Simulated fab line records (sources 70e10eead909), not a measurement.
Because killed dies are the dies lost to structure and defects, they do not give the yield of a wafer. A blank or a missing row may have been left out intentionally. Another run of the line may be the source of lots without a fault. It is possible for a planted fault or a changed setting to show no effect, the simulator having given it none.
fab line records / flow nandHarc
record lots=5 wafers=14 lastDay=32
route steps=1302 shown A_DECK1_JOINT@518 END@1302
lots with no fault: from the same line, run without faults
startH: start of the lot's first displayed wafer, in hours after the record's first day / waitH: hours elapsed since this lot's preceding step / " same as the row above / L1.1+2: several wafers, shown together as one row / - no value, or no start given / * or withheld: withheld / < > ~ a bound
route shown NAME@n: a module of which the file shows steps, and the number in the route of the first / usual: mean/standard deviation of fault-free wafers / same: alike in all rows / chamber/n: place in a boat / sites: readings site by site / _std_site: their standard deviation / _edge_site: the outer-site mean with the inner-site mean subtracted / radiusMm: how far each site lies from the wafer's centre / mask NAME#n: copy n / behind: the tool/chamber that last shaped the wafer / hold: cause of the lot's hold/its duration in hours/its outcome / device: the n, p or np transistor that did not switch / end of line: at the end of the route, the tests of the same wafers / a step without rows: its recipe alone / killed: dies lost to structure and defects at the first sort, not the wafer's yield / map: a wafer's dies, marking killed ones x, the rest . and places with no die _
set.NAME: setting as actually run; set.NAME@STEP: the setting as run at that earlier step / model.NAME: the simulator's own value behind a step, which no gauge read
lots at selected steps of the route; one table per step, one row per wafer
services: when a tool's chamber went out of use (startH, in hours from the record's first day, below 0 if earlier), for how many hours, and the reason
## steps
# step NHARC_A_DECK1_JOINT_ETCHBACK_07
# recipe targetDepthA=1050 timeS=26.9 hbrFlowSccm=150 rfW=350 icpW=350 biasW=60 chemistry=HBr
# usual drypumpMotorCurrentA=5.9/0.54 oesProductAu=1.000/0.011 runLengthS=48.3/0.47 throttleValvePct=23.266/0.0094
lot.wafer=L158.1 tool=rieSi-01 chamber=0 startH=257.41 waitH=0.1 drypumpMotorCurrentA=6.1 oesProductAu=1.008 rfHoursCounterH=0.3 runLengthS=48.4 throttleValvePct=23.250
lot.wafer=L158.6 tool=rieSi-01 chamber=3 startH=257.41 waitH=0.1 drypumpMotorCurrentA=6.6 oesProductAu=0.994 rfHoursCounterH=- runLengthS=48.8 throttleValvePct=23.266
lot.wafer=L158.5 tool=rieSi-01 chamber=0 startH=257.41 waitH=0.1 drypumpMotorCurrentA=6.1 oesProductAu=1.004 rfHoursCounterH=- runLengthS=48.4 throttleValvePct=23.266
lot.wafer=L164.1 tool=rieSi-05 chamber=3 startH=314.55 waitH=0.1 drypumpMotorCurrentA=5.4 oesProductAu=0.990 rfHoursCounterH=0 runLengthS=48.0 throttleValvePct=23.264
lot.wafer=L164.2 tool=rieSi-05 chamber=0 startH=314.55 waitH=0.1 drypumpMotorCurrentA=5.6 oesProductAu=0.994 rfHoursCounterH=0 runLengthS=47.9 throttleValvePct=23.269
lot.wafer=L164.5 tool=rieSi-05 chamber=3 startH=314.55 waitH=0.1 drypumpMotorCurrentA=5.4 oesProductAu=0.996 rfHoursCounterH=- runLengthS=47.8 throttleValvePct=23.267
lot.wafer=L166.3 tool=rieSi-01 chamber=1 startH=323.51 waitH=0.1 drypumpMotorCurrentA=5.3 oesProductAu=0.998 rfHoursCounterH=0.6 runLengthS=48.5 throttleValvePct=23.252
lot.wafer=L166.4 tool=rieSi-01 chamber=2 startH=323.51 waitH=0.1 drypumpMotorCurrentA=6.0 oesProductAu=1.000 rfHoursCounterH=0.6 runLengthS=47.8 throttleValvePct=23.268
lot.wafer=L166.1 tool=rieSi-01 chamber=3 startH=323.51 waitH=0.1 drypumpMotorCurrentA=6.5 oesProductAu=0.980 rfHoursCounterH=0.6 runLengthS=48.8 throttleValvePct=23.261
lot.wafer=L169.3 tool=rieSi-06 chamber=3 startH=352.25 waitH=0.1 drypumpMotorCurrentA=6.5 oesProductAu=1.015 rfHoursCounterH=0.6 runLengthS=48.6 throttleValvePct=23.263
lot.wafer=L169.2 tool=rieSi-06 chamber=0 startH=352.25 waitH=0.1 drypumpMotorCurrentA=6.2 oesProductAu=0.983 rfHoursCounterH=0.7 runLengthS=48.8 throttleValvePct=23.259
lot.wafer=L169.5 tool=rieSi-06 chamber=3 startH=352.25 waitH=0.1 drypumpMotorCurrentA=6.6 oesProductAu=1.017 rfHoursCounterH=- runLengthS=48.7 throttleValvePct=23.261
lot.wafer=L178.2 tool=rieSi-05 chamber=1 startH=450.04 waitH=0.1 drypumpMotorCurrentA=5.3 oesProductAu=0.998 rfHoursCounterH=1.0 runLengthS=47.9 throttleValvePct=23.261
lot.wafer=L178.1 tool=rieSi-05 chamber=2 startH=450.04 waitH=0.1 drypumpMotorCurrentA=5.9 oesProductAu=0.995 rfHoursCounterH=0.9 runLengthS=47.9 throttleValvePct=23.256
# step NHARC_A_DECK1_JOINT_ETCH_25
# recipe targetDepthA=5 chemistry=dHF material=SiO2
# step NHARC_A_DECK1_JOINT_ETCH_19
# recipe tempC=25 targetDepthA=30 chemistry=TMAH material=poly-Si
# step NHARC_A_DECK1_JOINT_ETCH_18
# recipe targetDepthA=30 chemistry=dHF material=SiO2
# step NHARC_A_DECK1_JOINT_WET_08
# recipe tempC=160 timeS=86 chemistry=H3PO4
# step NHARC_A_DECK1_JOINT_ETCH_09
# recipe targetDepthA=50 chemistry=dHF material=SiO2
# step NHARC_A_DECK1_JOINT_WET_10
# recipe tempC=160 timeS=86 chemistry=H3PO4
# step NHARC_A_DECK1_JOINT_ETCH_11
# recipe targetDepthA=350 chemistry=dHF material=SiO2
# step NHARC_A_DECK1_JOINT_CVD_12
# recipe targetThkA=900 tempC=620 pressureMtorr=200 timeS=1800 material=poly-Si
# step NHARC_A_DECK1_JOINT_CMP_13
# recipe targetThkNm=51.023
# usual motorCurrentA=12.0/1.1 timeToEndpointS=9.4/2.6
lot.wafer=L158.1 tool=cmp-01 chamber=2 startH=267.72 waitH=0.4 motorCurrentA=13.0 timeToEndpointS=10.7
lot.wafer=L158.6 tool=cmp-01 chamber=0 startH=267.72 waitH=0.4 motorCurrentA=13.8 timeToEndpointS=9.9
lot.wafer=L158.5 tool=cmp-01 chamber=1 startH=267.72 waitH=0.4 motorCurrentA=11.1 timeToEndpointS=10.4
lot.wafer=L164.2 tool=cmp-02 chamber=0 startH=324.81 waitH=0.4 motorCurrentA=13.5 timeToEndpointS=8.7
lot.wafer=L164.1 tool=cmp-02 chamber=3 startH=324.81 waitH=0.4 motorCurrentA=13.3 timeToEndpointS=10.1
lot.wafer=L164.5 tool=cmp-02 chamber=1 startH=324.81 waitH=0.4 motorCurrentA=11.3 timeToEndpointS=10.6
lot.wafer=L166.1 tool=cmp-03 chamber=2 startH=333.85 waitH=0.4 motorCurrentA=11.4 timeToEndpointS=11.0
lot.wafer=L166.4 tool=cmp-03 chamber=3 startH=333.85 waitH=0.4 motorCurrentA=12.4 timeToEndpointS=11.3
lot.wafer=L166.3 tool=cmp-03 chamber=1 startH=333.85 waitH=0.4 motorCurrentA=12.1 timeToEndpointS=8.1
lot.wafer=L169.2 tool=cmp-01 chamber=0 startH=362.55 waitH=0.4 motorCurrentA=12.6 timeToEndpointS=13.3
lot.wafer=L169.3 tool=cmp-01 chamber=1 startH=362.55 waitH=0.4 motorCurrentA=11.0 timeToEndpointS=13.9
lot.wafer=L169.5 tool=cmp-01 chamber=1 startH=362.55 waitH=0.4 motorCurrentA=11.0 timeToEndpointS=12.9
lot.wafer=L178.2 tool=cmp-03 chamber=1 startH=460.69 waitH=0.4 motorCurrentA=13.5 timeToEndpointS=6.0
lot.wafer=L178.1 tool=cmp-03 chamber=3 startH=460.69 waitH=0.4 motorCurrentA=11.7 timeToEndpointS=7.1
# step NHARC_A_DECK1_JOINT_THK_MEAS_14
# recipe thkMeasGauge=ellipsometry
# usual thkNm=51.3/1.6
lot.wafer=L158.1 tool=filmMetro-01 chamber=- startH=267.93 waitH=0.2 thkNm=50.2
lot.wafer=L158.5 tool=filmMetro-01 chamber=- startH=267.93 waitH=0.2 thkNm=52.8
lot.wafer=L158.6 tool=filmMetro-01 chamber=- startH=267.93 waitH=0.2 thkNm=54.1
lot.wafer=L164.1 tool=filmMetro-02 chamber=- startH=325.07 waitH=0.2 thkNm=52.4
lot.wafer=L164.2 tool=filmMetro-02 chamber=- startH=325.07 waitH=0.2 thkNm=51.0
lot.wafer=L164.5 tool=filmMetro-02 chamber=- startH=325.07 waitH=0.2 thkNm=51.1
lot.wafer=L166.1 tool=filmMetro-02 chamber=- startH=334.10 waitH=0.2 thkNm=50.9
lot.wafer=L166.3 tool=filmMetro-02 chamber=- startH=334.10 waitH=0.2 thkNm=50.2
lot.wafer=L166.4 tool=filmMetro-02 chamber=- startH=334.10 waitH=0.2 thkNm=52.8
lot.wafer=L169.2 tool=filmMetro-02 chamber=- startH=362.80 waitH=0.2 thkNm=50.8
lot.wafer=L169.3 tool=filmMetro-02 chamber=- startH=362.80 waitH=0.2 thkNm=51.0
lot.wafer=L169.5 tool=filmMetro-02 chamber=- startH=362.80 waitH=0.2 thkNm=50.3
lot.wafer=L178.1 tool=filmMetro-01 chamber=- startH=460.92 waitH=0.2 thkNm=49.2
lot.wafer=L178.2 tool=filmMetro-01 chamber=- startH=460.92 waitH=0.2 thkNm=47.2
# step NHARC_A_DECK1_JOINT_SRD_04
# step NHARC_A_DECK1_JOINT_ETCHBACK_00
# recipe targetDepthA=300 timeS=17.4 hbrFlowSccm=150 rfW=350 icpW=350 biasW=60 chemistry=HBr
# usual drypumpMotorCurrentA=5.8/0.55 oesProductAu=1.001/0.01 runLengthS=38.7/0.48 throttleValvePct=23.266/0.0089
lot.wafer=L158.1 tool=rieSi-06 chamber=2 startH=268.08 waitH=0.1 drypumpMotorCurrentA=6.2 oesProductAu=1.001 rfHoursCounterH=0.1 runLengthS=38.5 throttleValvePct=23.275
lot.wafer=L158.5 tool=rieSi-06 chamber=0 startH=268.08 waitH=0.1 drypumpMotorCurrentA=6.2 oesProductAu=0.990 rfHoursCounterH=- runLengthS=39.3 throttleValvePct=23.268
lot.wafer=L158.6 tool=rieSi-06 chamber=1 startH=268.08 waitH=0.1 drypumpMotorCurrentA=4.9 oesProductAu=1.001 rfHoursCounterH=- runLengthS=38.0 throttleValvePct=23.267
lot.wafer=L164.1 tool=rieSi-06 chamber=3 startH=325.20 waitH=0.1 drypumpMotorCurrentA=6.6 oesProductAu=1.015 rfHoursCounterH=0.4 runLengthS=39.5 throttleValvePct=23.265
lot.wafer=L164.2 tool=rieSi-06 chamber=1 startH=325.20 waitH=0.1 drypumpMotorCurrentA=4.9 oesProductAu=0.995 rfHoursCounterH=0.5 runLengthS=38.0 throttleValvePct=23.274
lot.wafer=L164.5 tool=rieSi-06 chamber=0 startH=325.20 waitH=0.1 drypumpMotorCurrentA=6.2 oesProductAu=0.993 rfHoursCounterH=- runLengthS=39.9 throttleValvePct=23.272
lot.wafer=L166.1 tool=rieSi-05 chamber=1 startH=334.23 waitH=0.1 drypumpMotorCurrentA=5.2 oesProductAu=0.997 rfHoursCounterH=0.1 runLengthS=38.5 throttleValvePct=23.277
lot.wafer=L166.4 tool=rieSi-05 chamber=3 startH=334.23 waitH=0.1 drypumpMotorCurrentA=5.4 oesProductAu=0.979 rfHoursCounterH=0.1 runLengthS=38.5 throttleValvePct=23.259
lot.wafer=L166.3 tool=rieSi-05 chamber=0 startH=334.23 waitH=0.1 drypumpMotorCurrentA=5.6 oesProductAu=0.987 rfHoursCounterH=0.1 runLengthS=38.6 throttleValvePct=23.257
lot.wafer=L169.3 tool=rieSi-06 chamber=2 startH=362.94 waitH=0.1 drypumpMotorCurrentA=6.3 oesProductAu=1.003 rfHoursCounterH=0.5 runLengthS=38.4 throttleValvePct=23.275
lot.wafer=L169.2 tool=rieSi-06 chamber=3 startH=362.94 waitH=0.1 drypumpMotorCurrentA=6.5 oesProductAu=1.017 rfHoursCounterH=0.7 runLengthS=39.3 throttleValvePct=23.277
lot.wafer=L169.5 tool=rieSi-06 chamber=2 startH=362.94 waitH=0.1 drypumpMotorCurrentA=6.2 oesProductAu=1.001 rfHoursCounterH=- runLengthS=38.1 throttleValvePct=23.267
lot.wafer=L178.1 tool=rieSi-05 chamber=3 startH=461.05 waitH=0.1 drypumpMotorCurrentA=5.4 oesProductAu=0.996 rfHoursCounterH=1.1 runLengthS=38.3 throttleValvePct=23.255
lot.wafer=L178.2 tool=rieSi-05 chamber=2 startH=461.05 waitH=0.1 drypumpMotorCurrentA=5.9 oesProductAu=1.001 rfHoursCounterH=1.0 runLengthS=33.1 throttleValvePct=23.259
# step NHARC_A_DECK1_JOINT_PRECLEAN_30
# recipe timeS=* tempC=50 bathAgeMin=0 chemistry=SC1
# step NHARC_END_SORT_01
# recipe tempC=25
# usual killedAtArray=58/20 killedAtOther=0.8/1 killedAtPeriphery=4.6/2.8 killedDies=63/19 killedOpen=3.4/2 killedShort=2.4/1.8
# same grossDies=677
lot.wafer=L169.2 tool=prober-01 chamber=0 startH=679.76 waitH=2.8 killedAtArray=37 killedAtOther=1 killedAtPeriphery=5 killedDies=43 killedOpen=9 killedShort=4
lot.wafer=L169.3 tool=prober-01 chamber=0 startH=680.56 waitH=3.1 killedAtArray=40 killedAtOther=1 killedAtPeriphery=3 killedDies=44 killedOpen=2 killedShort=8
lot.wafer=L169.5 tool=prober-01 chamber=0 startH=682.15 waitH=3.7 killedAtArray=37 killedAtOther=3 killedAtPeriphery=1 killedDies=41 killedOpen=4 killedShort=1
lot.wafer=L178.1 tool=prober-02 chamber=0 startH=775.14 waitH=2.5 killedAtArray=53 killedAtOther=1 killedAtPeriphery=11 killedDies=65 killedOpen=4 killedShort=2
lot.wafer=L178.2 tool=prober-02 chamber=0 startH=775.94 waitH=2.8 killedAtArray=48 killedAtOther=2 killedAtPeriphery=11 killedDies=61 killedOpen=6 killedShort=3
# killed by level:class
L169.2 A_CHANNEL_HOLE_D2:chamberFilmFlake=13 A_CHANNEL_HOLE_D1:chamberFilmFlake=4 A_STAIRCASE:chamberFilmFlake=4 P_M2:geometricParticle:open=3 A_CHANNEL_FILL_D2:geometricParticle:open=3 A_DECK1_JOINT:geometricParticle:short=2 A_WL_FILL:geometricParticle:open=2 A_ZERO_WELL:chamberFilmFlake=2
L169.3 A_CHANNEL_HOLE_D2:chamberFilmFlake=16 A_CHANNEL_HOLE_D1:chamberFilmFlake=5 A_ZERO_WELL:chamberFilmFlake=3 A_STAIRCASE:chamberFilmFlake=3 A_CONTACT:chamberFilmFlake=3 P_ZERO_WELL:chamberFilmFlake=2 P_GATE:geometricParticle:short=1 A_ONON_D1:geometricParticle:short=1
L169.5 A_CHANNEL_HOLE_D2:chamberFilmFlake=24 A_CHANNEL_HOLE_D1:chamberFilmFlake=4 THIN_TSV:chamberFilmFlake=3 A_M0:geometricParticle:open=2 A_ONON_D1:geometricParticle:short=1 A_SGD_CUT:geometricParticle:open=1 A_BLC:geometricParticle:open=1 P_M2:chamberFilmFlake=1
L178.1 A_CHANNEL_HOLE_D2:chamberFilmFlake=29 P_GATE:chamberFilmFlake=9 A_SLIT:chamberFilmFlake=5 A_STAIRCASE:chamberFilmFlake=3 A_CONTACT:chamberFilmFlake=3 A_CHANNEL_FILL_D2:chamberFilmFlake=2 A_BONDPAD:chamberFilmFlake=2 P_M0:geometricParticle:open=1
L178.2 A_CHANNEL_HOLE_D2:chamberFilmFlake=20 A_SLIT:chamberFilmFlake=9 A_CONTACT:chamberFilmFlake=8 P_GATE:chamberFilmFlake=6 P_M0:geometricParticle:open=2 P_ZERO_WELL:chamberFilmFlake=2 A_BONDPAD:chamberFilmFlake=2 THIN_TSV:chamberFilmFlake=2
## services
tool=cmp-03 chamber=- startH=235.10 hours=0.9 kind=repair
tool=rieSi-06 chamber=- startH=249.00 hours=9.0 kind=pm
tool=cmp-03 chamber=- startH=256.10 hours=1.3 kind=repair
tool=cmp-03 chamber=- startH=260.06 hours=4.0 kind=pm
tool=rieSi-01 chamber=3 startH=261.73 hours=7.1 kind=repair
tool=rieSi-06 chamber=2 startH=274.64 hours=15.0 kind=repair
tool=cmp-03 chamber=- startH=276.59 hours=1.0 kind=repair
tool=cmp-01 chamber=- startH=283.66 hours=4.0 kind=pm
tool=rieSi-01 chamber=1 startH=294.59 hours=1.0 kind=repair
tool=rieSi-01 chamber=3 startH=294.73 hours=1.0 kind=repair
tool=rieSi-05 chamber=- startH=305.00 hours=9.0 kind=pm
tool=rieSi-06 chamber=2 startH=309.66 hours=5.1 kind=repair
tool=cmp-01 chamber=- startH=333.74 hours=0.8 kind=repair
tool=rieSi-01 chamber=- startH=336.72 hours=0.1 kind=repair
tool=rieSi-06 chamber=1 startH=355.20 hours=1.2 kind=repair
tool=cmp-03 chamber=- startH=358.10 hours=4.0 kind=pm
tool=rieSi-01 chamber=- startH=370.00 hours=9.0 kind=pm
tool=cmp-01 chamber=- startH=381.66 hours=4.0 kind=pm
tool=cmp-01 chamber=- startH=406.80 hours=3.8 kind=repair
tool=cmp-01 chamber=- startH=420.63 hours=3.0 kind=repair
tool=rieSi-06 chamber=- startH=426.00 hours=9.0 kind=pm
tool=cmp-01 chamber=- startH=432.70 hours=0.5 kind=repair
tool=rieSi-06 chamber=3 startH=445.80 hours=1.5 kind=repair
tool=rieSi-01 chamber=1 startH=449.30 hours=3.2 kind=repair
## key
firstSign step=NHARC_A_DECK1_JOINT_ETCHBACK_00 reading=runLengthS direction=down sigmas=12 usual=* struck=*
effect none on later readings
metAt NHARC_A_DECK1_JOINT_ETCHBACK_00
struckWafers L178.2
testerLeftOut L178
onsetBetween 334.23 461.05
fault kind=processParameterDrift tool=rieSi-05 chamber=- onsetH=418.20 steps=NHARC_A_DECK1_JOINT_ETCHBACK_00 channel=timeS offset=* shape=step endH=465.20 scope=struckWafersOnly actsIn=* stated=*
# testerLeftOut: of these lots the tester's yield and bins aren't shown, on N5 and GAA mostly nor the transistor test; their killed dies are dies lost to structure and defects alone, not to doping, threshold or leakage, so they don't give the yield
